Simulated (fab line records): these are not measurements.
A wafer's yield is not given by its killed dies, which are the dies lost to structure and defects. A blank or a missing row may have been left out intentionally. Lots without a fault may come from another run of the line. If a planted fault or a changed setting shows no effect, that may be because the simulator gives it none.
fab line records	flow n5-finfet
[record] lots = 6	wafers = 18	last-day = 17
route steps=1938 shown FIN_SAQP@126 BEOL_M4@1111 PASSIVATION@1936
lots untouched by any fault: they come from a run of this same line in which no faults occurred
start-h: the number of hours between the record's first day and the start of the first shown wafer of the lot	wait-h: how many hours have passed since the lot's step before this one	" the same as in the row above	L1.1+2: several wafers, shown together as one row	- no value, or no start was given	* or withheld: withheld	< > ~ a bound
route shown NAME@n: NAME is a module with steps in the file, n the number in the route of the first one	usual: mean and standard deviation over wafers with no fault	same: alike in all rows	chamber/n: place in a boat	sites: readings site by site	_std_site: standard deviation of those values	_edge_site: mean of outer sites minus mean of inner sites	radius-mm: how far each site lies from the wafer's centre	mask NAME#n: copy n	behind: the most recent tool/chamber to have shaped the wafer	hold: why the lot was held/for how many hours/how that ended	device: which transistor (n, p or np) failed to switch	end of line: tests run on the same wafers once the route is complete	a step with no rows: only its recipe	killed: dies that structure and defects cost at the first sort, which is not the same as the wafer's yield	map: per-die view of a wafer (x killed, . not killed, _ where there is no die)
set.NAME: the setting that was run; set.NAME@STEP: the one run at that earlier step	model.NAME: the simulator's own value behind a step, which no gauge read
lots at selected steps of the route; one table per step, one row per wafer
services: when a tool's chamber went out of use (start-h, in hours from the record's first day, below 0 if earlier), for how many hours, and the reason
[[steps]]
[step N5_FIN_SAQP_SPACER1_ETCHBACK_25]
[recipe] chemistry = CHF3/O2	mode = anisotropic-etchback	target = SiO2	target-depth-a = 244	time-s = 12.2	pressure-mtorr = 30	source-w = 650	bias-w = 170	Ar_flow_sccm = 200	CHF3_flow_sccm = 50	O2_flow_sccm = 5	ion-energy-ev = 200
[step N5_FIN_SAQP_MANDREL1_REMOVE_56]
[recipe] chemistry = HBr/Cl2/O2	bt-time-s = 10	target = a-Si	stop-on = SiNx	endpoint = OES-SiCl	over-etch-frac = 1	icp-w = 600	bias-w = 22	HBr_flow_sccm = 150	Cl2_flow_sccm = 80	O2_flow_sccm = 5	pressure-mtorr = 10
[step N5_FIN_SAQP_CD_MEAS_27]
[recipe] target-cd-nm = 20	landing-energy-ev = 1000	detector = se-inlens	polarity = line
[usual] cd-nm = 20.23/0.26
[same] landing-energy-ev = 1000
lot.wafer	tool	chamber	start-h	wait-h	cd-nm
L354.2	cd-sem-03	0	24.06	0.1	20.59
L354.3	"	0	"	"	20.46
L354.5	"	0	"	"	20.44
L358.4	cd-sem-03	0	47.90	0.1	19.96
L358.5	"	0	"	"	20.42
L358.6	"	0	"	"	20.27
L371.1	cd-sem-02	0	126.26	0.1	20.31
L371.2	"	0	"	"	20.36
L371.6	"	0	"	"	20.26
L372.3	cd-sem-01	0	131.64	0.1	20.30
L372.4	"	0	"	"	20.20
L372.6	"	0	"	"	19.98
L375.2	cd-sem-02	0	150.49	0.1	20.64
L375.3	"	0	"	"	20.35
L375.5	"	0	"	"	20.51
L377.3	cd-sem-02	0	161.86	0.1	20.76
L377.4	"	0	"	"	20.10
L377.6	"	0	"	"	20.37
[step N5_FIN_SAQP_ETCH_57]
[recipe] chemistry = CH3F/O2	target = SiNx	mask-material = SiO2	target-depth-a = 325	time-s = 46.4	pressure-mtorr = 30	source-w = 395	bias-w = 73	Ar_flow_sccm = 150	CH3F_flow_sccm = 30	O2_flow_sccm = 20	ion-energy-ev = 120	ends = cleared
[step N5_FIN_SAQP_ETCH_65]
[recipe] chemistry = CF4	target = SiO2	target-depth-a = 40	ion-energy-ev = 350	time-s = 4.4	pressure-mtorr = 10	icp-w = 800	bias-w = 400	cf4-flow-sccm = 80
[step N5_FIN_SAQP_MANDREL_ETCH_58]
[recipe] chemistry = HBr/Cl2	target = a-Si	target-depth-a = 450	bt-time-s = 10	stop-on = SiNx	mask-material = SiO2	over-etch-frac = 0.8	time-s = 27	pressure-mtorr = 10	icp-w = 800	bias-w = 75	HBr_flow_sccm = 150	Cl2_flow_sccm = 80	ends = end-point
[usual] drypump-motor-current-A = 5.8/0.42	oes-product-au = 0.696/0.013	throttle-valve-pct = 35.7/0.44
[same] over-etch-frac = 0.8
lot.wafer	tool	chamber	start-h	wait-h	drypump-motor-current-A	oes-product-au	rf-hours-counter-h	throttle-valve-pct
L354.2	rie-si-06	3	24.30	0.0	5.5	0.698	166	35.4
L354.3	"	1	"	"	5.4	0.680	126	36.0
L354.5	"	3	"	"	5.5	0.703	-	35.4
L358.4	rie-si-01	0	48.08	0.0	6.4	0.690	14	35.5
L358.5	"	0	"	"	6.4	0.692	-	35.5
L358.6	"	1	"	"	5.4	0.692	-	35.6
L371.1	rie-si-06	3	126.45	0.0	5.5	0.685	168	35.4
L371.2	"	0	"	"	5.9	0.703	50	36.2
L371.6	"	2	"	"	6.2	0.720	-	35.3
L372.3	rie-si-06	1	131.83	0.0	5.4	0.679	128	36.0
L372.4	"	3	"	"	5.5	0.692	168	35.4
L372.6	"	3	"	"	5.5	0.695	-	35.4
L375.2	rie-si-01	3	150.68	0.0	5.4	0.696	58	35.5
L375.3	"	0	"	"	6.4	0.679	16	35.5
L375.5	"	2	"	"	6.2	0.700	-	36.5
L377.3	rie-si-01	1	162.10	0.0	5.4	0.695	9	35.6
L377.4	"	0	"	"	6.4	0.682	17	35.5
L377.6	"	3	"	"	5.4	0.708	-	35.4
[step N5_FIN_SAQP_RECESS_63]
[recipe] chemistry = HF/NH3	target = SiO2	target-depth-a = 180	afs-cycles = 3	temp-c = 30	sublimation-temp-c = 180	sublimation-time-s = 60
[usual] drypump-motor-current-A = 5.95/0.14
lot.wafer	tool	chamber	start-h	wait-h	drypump-motor-current-A
L354.2	vapor-etch-01	1	24.38	0.1	6.13
L354.3	"	0	"	"	5.89
L354.5	"	1	"	"	6.15
L358.4	vapor-etch-01	1	48.35	0.2	6.18
L358.5	"	1	"	"	6.15
L358.6	"	0	"	"	5.91
L371.1	vapor-etch-02	1	126.53	0.1	6.00
L371.2	"	0	"	"	5.78
L371.6	"	0	"	"	5.75
L372.3	vapor-etch-01	0	132.03	0.2	5.90
L372.4	"	1	"	"	6.17
L372.6	"	1	"	"	6.16
L375.2	vapor-etch-02	1	150.76	0.1	5.95
L375.3	"	0	"	"	5.73
L375.5	"	1	"	"	5.93
L377.3	vapor-etch-01	0	162.30	0.2	5.91
L377.4	"	1	"	"	6.17
L377.6	"	1	"	"	6.15
[step N5_FIN_SAQP_COAT_68]
[recipe] resist = SOC	temp-c = 250	time-s = 60	spin-rpm = 1500	resist-thk-nm = 100
[step N5_FIN_SAQP_ETCH_69]
[recipe] chemistry = N2/H2	target = SOC	target-depth-a = 1500	stop-on = SiNx	ion-energy-ev = 100	bias-w = 61	pressure-mtorr = 30	source-w = 850	n2-flow-sccm = 200	h2-flow-sccm = 200
[step N5_FIN_SAQP_ETCH_67]
[recipe] chemistry = CH3F/O2	target = SiNx	target-depth-a = 300	mask-material = SOC	pressure-mtorr = 30	source-w = 395	bias-w = 73	Ar_flow_sccm = 150	CH3F_flow_sccm = 30	O2_flow_sccm = 20	ion-energy-ev = 120
[usual] drypump-motor-current-A = 5.4/0.49	mfc-ar-sccm = 150.0/0.45	oes_f_703_au = 0.79/0.066	oes-product-au = 0.78/0.074	rf-vpp-V = 294/5.3	showerhead-plenum-p-Torr = 1.99/0.075	throttle-valve-pct = 16.44/0.21
lot.wafer	tool	chamber	start-h	wait-h	drypump-motor-current-A	mfc-ar-sccm	oes_f_703_au	oes-product-au	rf-hours-counter-h	rf-vpp-V	showerhead-plenum-p-Torr	throttle-valve-pct
L354.2	rie-diel-06	3	24.89	0.0	4.9	150.4	0.75	0.71	214	292	1.91	16.65
L354.3	"	2	"	"	5.3	149.7	0.80	0.77	127	290	2.00	16.44
L354.5	"	0	"	"	4.8	148.6	0.81	0.80	-	287	1.95	16.33
L358.4	rie-diel-06	0	48.87	0.0	4.8	150.5	0.82	0.79	109	285	1.95	16.34
L358.5	"	0	"	"	4.8	150.3	0.81	0.80	-	286	1.94	16.33
L358.6	"	1	"	"	5.6	149.3	0.79	0.78	-	305	2.01	16.65
L371.1	rie-diel-06	3	127.04	0.0	4.9	149.5	0.72	0.68	248	291	1.90	16.71
L371.2	"	0	"	"	4.8	149.5	0.79	0.76	135	288	1.94	16.40
L371.6	"	3	"	"	4.8	150.0	0.72	0.68	-	292	1.90	16.72
L372.3	rie-diel-04	1	132.42	0.0	5.8	149.8	0.74	0.75	165	298	1.90	16.17
L372.4	"	2	"	"	6.3	150.5	0.89	0.88	43	291	1.97	16.56
L372.6	"	0	"	"	5.8	150.1	0.69	0.69	-	296	2.07	16.44
L375.2	rie-diel-04	1	151.27	0.0	5.8	149.1	0.73	0.74	171	296	1.90	16.15
L375.3	"	3	"	"	5.1	150.3	0.80	0.78	119	296	2.02	16.53
L375.5	"	0	"	"	5.7	149.8	0.70	0.69	-	297	2.07	16.44
L377.3	rie-diel-05	1	162.71	0.0	5.1	150.4	0.89	0.89	32	292	1.96	16.22
L377.4	"	3	"	"	6.4	150.0	0.68	0.68	228	287	1.89	16.44
L377.6	"	2	"	"	5.4	149.5	0.85	0.88	-	295	2.10	16.02
[step N5_FIN_SAQP_STRIP_70]
[recipe] chemistry = N2/H2	power-w = 500	temp-c = 40	pressure-mtorr = 50	rf-frequency-hz = 6e+07	overash-fraction = 0.3	bias-power-w = 28	h2-frac = 0.5	n2-flow-sccm = 300	h2-flow-sccm = 300
[usual] drypump-motor-current-A = 5.4/0.49	oes-product-au = 0.78/0.078	rf-vpp-V = 121.7/1	showerhead-plenum-p-Torr = 3.34/0.13	throttle-valve-pct = 19.1/0.38
lot.wafer	tool	chamber	start-h	wait-h	drypump-motor-current-A	oes-product-au	rf-hours-counter-h	rf-vpp-V	showerhead-plenum-p-Torr	throttle-valve-pct
L354.2	rie-diel-06	3	24.93	0.0	4.9	0.71	214	120.0	3.20	19.6
L354.3	"	2	"	"	5.3	0.79	127	121.6	3.38	19.3
L354.5	"	0	"	"	4.8	0.80	-	120.6	3.24	18.3
L358.4	rie-diel-06	0	48.91	0.0	4.8	0.80	109	120.7	3.23	18.4
L358.5	"	0	"	"	4.8	0.80	-	123.7	3.23	18.4
L358.6	"	1	"	"	5.6	0.76	-	120.8	3.36	19.4
L371.1	rie-diel-06	3	127.08	0.0	4.9	0.69	248	121.1	3.18	19.6
L371.2	"	0	"	"	4.8	0.77	135	120.5	3.22	18.4
L371.6	"	3	"	"	4.9	0.68	-	120.0	3.18	19.6
L372.3	rie-diel-04	1	132.46	0.0	5.9	0.77	165	120.6	3.23	18.9
L372.4	"	2	"	"	6.4	0.89	43	120.2	3.28	18.8
L372.6	"	0	"	"	5.8	0.70	-	120.6	3.47	19.6
L375.2	rie-diel-04	1	151.31	0.0	5.9	0.76	171	121.3	3.23	18.9
L375.3	"	3	"	"	5.1	0.77	119	123.7	3.36	18.8
L375.5	"	0	"	"	5.8	0.69	-	123.7	3.47	19.6
L377.3	rie-diel-05	1	162.75	0.0	5.1	0.89	32	122.2	3.28	18.8
L377.4	"	3	"	"	6.4	0.68	228	120.5	3.17	19.1
L377.6	"	2	"	"	5.4	0.89	-	123.4	3.57	18.9
[step N5_FIN_SAQP_RECESS_71]
[recipe] chemistry = HF/NH3	target = SiO2	target-depth-a = 30	afs-cycles = 1	temp-c = 30	sublimation-temp-c = 180	sublimation-time-s = 60
[usual] drypump-motor-current-A = 5.94/0.14
lot.wafer	tool	chamber	start-h	wait-h	drypump-motor-current-A
L354.2	vapor-etch-02	0	24.99	0.0	5.79
L354.3	"	0	"	"	5.78
L354.5	"	0	"	"	5.77
L358.4	vapor-etch-02	0	49.01	0.1	5.78
L358.5	"	1	"	"	5.96
L358.6	"	0	"	"	5.75
L371.1	vapor-etch-02	1	127.14	0.0	5.96
L371.2	"	0	"	"	5.77
L371.6	"	1	"	"	6.00
L372.3	vapor-etch-01	1	132.73	0.3	6.14
L372.4	"	0	"	"	5.91
L372.6	"	1	"	"	6.15
L375.2	vapor-etch-01	0	151.37	0.0	5.91
L375.3	"	1	"	"	6.15
L375.5	"	1	"	"	6.12
L377.3	vapor-etch-01	1	162.86	0.1	6.12
L377.4	"	0	"	"	5.89
L377.6	"	0	"	"	5.92
[step N5_FIN_SAQP_SPACER2_ALD_28]
[recipe] material = SiO2	target-thk-a = 81	temp-c = 300	ald-precursor-family = BDEAS	ald-co-reactant = O2-plasma	pulse-time-s = 1	purge-time-s = 2	co-reactant-purge-time-s = 2	pressure-torr = 2
[usual] heater-power-w = 484/36	precursor-pulse-height-rel = 1.000/0.021	susceptor-temp-C = 299.96/0.2
lot.wafer	tool	chamber	start-h	wait-h	heater-power-w	precursor-pulse-height-rel	susceptor-temp-C
L354.2	ald-sin-03	0	26.54	1.5	523	1.003	299.92
L354.3	"	1	"	"	418	0.976	300.38
L354.5	"	0	"	"	526	1.022	299.79
L358.4	ald-sin-01	2	49.11	0.1	430	1.031	300.29
L358.5	"	1	"	"	490	0.988	300.08
L358.6	"	0	"	"	493	1.003	299.79
L371.1	ald-sin-03	1	127.28	0.1	418	1.034	300.14
L371.2	"	2	"	"	571	0.997	310.12
L371.6	"	0	"	"	529	1.000	299.91
L372.3	ald-sin-04	1	132.83	0.1	431	1.010	300.08
L372.4	"	2	"	"	424	0.953	300.27
L372.6	"	1	"	"	432	1.009	300.26
L375.2	ald-sin-03	3	151.66	0.3	502	1.021	300.04
L375.3	"	2	"	"	570	0.997	310.43
L375.5	"	2	"	"	579	1.002	310.11
L377.3	ald-sin-04	3	162.96	0.1	478	0.977	299.89
L377.4	"	1	"	"	435	1.002	300.27
L377.6	"	3	"	"	483	0.963	299.45
[step N5_FIN_SAQP_SPACER2_ETCHBACK_29]
[recipe] chemistry = CHF3/O2	mode = anisotropic-etchback	target = SiO2	target-depth-a = 122	time-s = 6.1	pressure-mtorr = 30	source-w = 650	bias-w = 170	Ar_flow_sccm = 200	CHF3_flow_sccm = 50	O2_flow_sccm = 5	ion-energy-ev = 200
[step N5_BEOL_M4_RC_MEAS_101]
[usual] DIBL_N = 36.2/1.7	DIBL_P = 36.6/1.9	IOFF_N = 0.16/0.032	IOFF_P = 0.21/0.037	ION_N = 675/12	ION_P = 460/8.1	SS_N = 71.4/0.58	SS_P = 73.4/0.64	VT_N = 249/3.2	VT_P = -252/3.4
lot.wafer	tool	chamber	start-h	wait-h	DIBL_N[mV/V]	DIBL_P[mV/V]	IOFF_N[nA/um]	IOFF_P[nA/um]	ION_N[uA/um]	ION_P[uA/um]	SS_N[mV/dec]	SS_P[mV/dec]	VT_N[mV]	VT_P[mV]
L354.2	prober-02	0	166.89	0.2	38.8	36.9	0.19	0.21	694	467	71.8	74.1	243	-250
L354.3	"	0	"	"	38.4	39.0	0.20	0.24	682	469	71.7	74.0	245	-249
L354.5	"	0	"	"	35.8	35.4	0.14	0.18	675	457	70.3	72.4	249	-253
L358.4	prober-02	0	193.23	0.5	37.5	38.9	0.21	0.23	686	473	71.2	74.1	245	-252
L358.5	"	0	"	"	34.5	34.3	0.14	0.16	670	454	71.0	73.3	252	-255
L358.6	"	0	"	"	38.8	39.7	0.23	0.24	691	470	71.4	75.2	243	-250
L371.1	prober-02	0	263.78	0.0	35.0	36.4	0.14	0.19	678	462	71.9	73.1	252	-253
L371.2	"	0	"	"	36.0	36.1	0.14	0.18	677	462	71.7	73.3	249	-255
L371.6	"	0	"	"	35.1	35.6	0.14	0.17	674	461	71.2	72.6	250	-254
L372.3	prober-01	0	267.97	0.3	34.7	35.1	0.14	0.16	666	446	71.2	73.4	253	-256
L372.4	"	0	"	"	37.6	39.4	0.20	0.23	682	460	71.6	74.8	247	-253
L372.6	"	0	"	"	34.6	34.5	0.13	0.15	665	447	70.6	73.1	253	-255
L375.2	prober-02	0	290.45	0.2	38.6	38.3	0.21	0.28	682	470	72.1	73.4	246	-246
L375.3	"	0	"	"	37.3	35.6	0.19	0.23	692	470	71.7	73.2	243	-247
L375.5	"	0	"	"	37.0	35.8	0.18	0.23	679	466	71.6	73.1	246	-247
L377.3	prober-02	0	297.06	0.3	36.4	34.8	0.15	0.19	673	466	70.6	72.9	248	-252
L377.4	"	0	"	"	38.6	37.5	0.19	0.24	688	468	71.2	73.2	247	-250
L377.6	"	0	"	"	36.1	33.7	0.14	0.18	656	456	70.8	72.0	253	-254
[step N5_PASSIVATION_PROBE_49]
[usual] defect-limited-yield = 91.3/1.5	killed_at_M0_to_M3 = 35/10	killed_at_M4_up = 12/4.6	killed-at-contacts = 13/6.6	killed-at-front-end = 39/11	killed-at-other = 4/3.4	killed-dies = 103/17	killed-open = 67/13	killed-short = 35/8.2	sort_bin_5_function = 5.1/0.94	sort_bin_6_memory = 3.2/0.7	sort-n-pass = 1077/17	sort-yield-pct = 91.3/1.5
[same] gross-dies = 1180	killed-at-back-side = 0	sort_bin_4_leakage[%] = 0	sort_bin_8_speed[%] = 0
lot.wafer	tool	chamber	start-h	wait-h	defect-limited-yield[%]	killed_at_M0_to_M3	killed_at_M4_up	killed-at-contacts	killed-at-front-end	killed-at-other	killed-dies	killed-open	killed-short	sort_bin_5_function[%]	sort_bin_6_memory[%]	sort-n-pass	sort-yield-pct[%]
L354.2	prober-02	-	270.68	0.1	91.3	28	16	6	51	2	103	62	40	5.3	3.1	1077	91.3
L354.3	prober-02	-	270.73	0.1	93.2	25	12	9	31	3	80	46	31	4.3	2.1	1100	93.2
L354.5	prober-02	-	270.83	0.2	89.0	44	20	10	51	5	130	71	54	5.7	4.6	1050	89.0
// killed by level:class
L354.2 DUMMY_GATE:geometric-particle:open=9 FIN_SAQP:geometric-particle:short=7 BEOL_M0_SAQP:geometric-particle:short=7 BEOL_M4:geometric-particle:open=7 STI_FIN_REVEAL:geometric-particle:open=6 MOL_CONTACT_COAG:geometric-particle:open=6 BEOL_M0_SAQP:geometric-particle:open=5 BEOL_M1:geometric-particle:open=5
L354.3 BEOL_M0_SAQP:geometric-particle:short=10 DUMMY_GATE:geometric-particle:open=6 MOL_CONTACT_COAG:geometric-particle:short=6 GATE_CUT:geometric-particle:short=5 FIN_SAQP:geometric-particle:open=4 BEOL_M0_SAQP:geometric-particle:open=4 GATE_CUT:geometric-particle:open=4 BEOL_M3:geometric-particle:open=4
L354.5 BEOL_M4:geometric-particle:open=16 FIN_SAQP:geometric-particle:short=9 BEOL_M0_SAQP:geometric-particle:open=9 BEOL_M0_SAQP:geometric-particle:short=8 FIN_SAQP:geometric-particle:open=7 BEOL_M1:geometric-particle:open=7 DUMMY_GATE:geometric-particle:open=6 BEOL_M0:geometric-particle:short=6
[[services]]
tool	chamber	start-h	hours	kind
ald-sin-03	0	7.77	-	clean
ald-sin-01	1	8.04	7.3	repair
vapor-etch-02	-	10.94	0.2	repair
ald-sin-04	-	32.14	6.0	pm
ald-sin-03	0	42.96	6.5	repair
rie-diel-05	1	50.04	5.8	repair
rie-diel-05	2	56.85	6.6	repair
ald-sin-04	1	57.72	6.0	repair
rie-diel-04	3	62.88	3.4	repair
rie-diel-04	2	65.04	4.3	repair
rie-diel-05	3	70.68	31.9	repair
ald-sin-03	-	80.58	2.8	pm
rie-si-06	-	83.34	2.8	pm
ald-sin-04	-	85.25	14.0	pm
rie-si-01	3	85.70	8.7	repair
ald-sin-01	2	91.42	7.6	repair
vapor-etch-02	-	115.79	2.8	pm
ald-sin-04	2	140.28	5.4	repair
rie-si-01	-	145.71	0.7	repair
rie-diel-06	3	149.23	-	clean
rie-diel-06	3	149.23	-	consumable-replace:focus-ring
rie-diel-06	3	149.23	-	consumable-replace:showerhead
rie-diel-06	3	149.23	23.9	scheduled-down
rie-diel-06	3	149.23	23.9	vent-cycle
[[key]]
[first-sign] step = N5_FIN_SAQP_SPACER2_ALD_28	reading = susceptor-temp-C	direction = up	sigmas = 51	usual = *	struck = *
[effect] step = N5_FIN_SAQP_SPACER2_ALD_28	reading = heater-power-w	direction = up	sigmas = 2.5	usual = *	struck = *
met-at N5_FIN_SAQP_SPACER2_ALD_28
struck-wafers L371.2,L375.3,L375.5
[fault] kind = process-parameter-drift	tool = ald-sin-03	chamber = 2	onset-h = 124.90	steps = N5_FIN_SAQP_SPACER2_ALD_28	channel = temp-c	offset = *	shape = step	end-h = 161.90	acts-in = *	stated = *
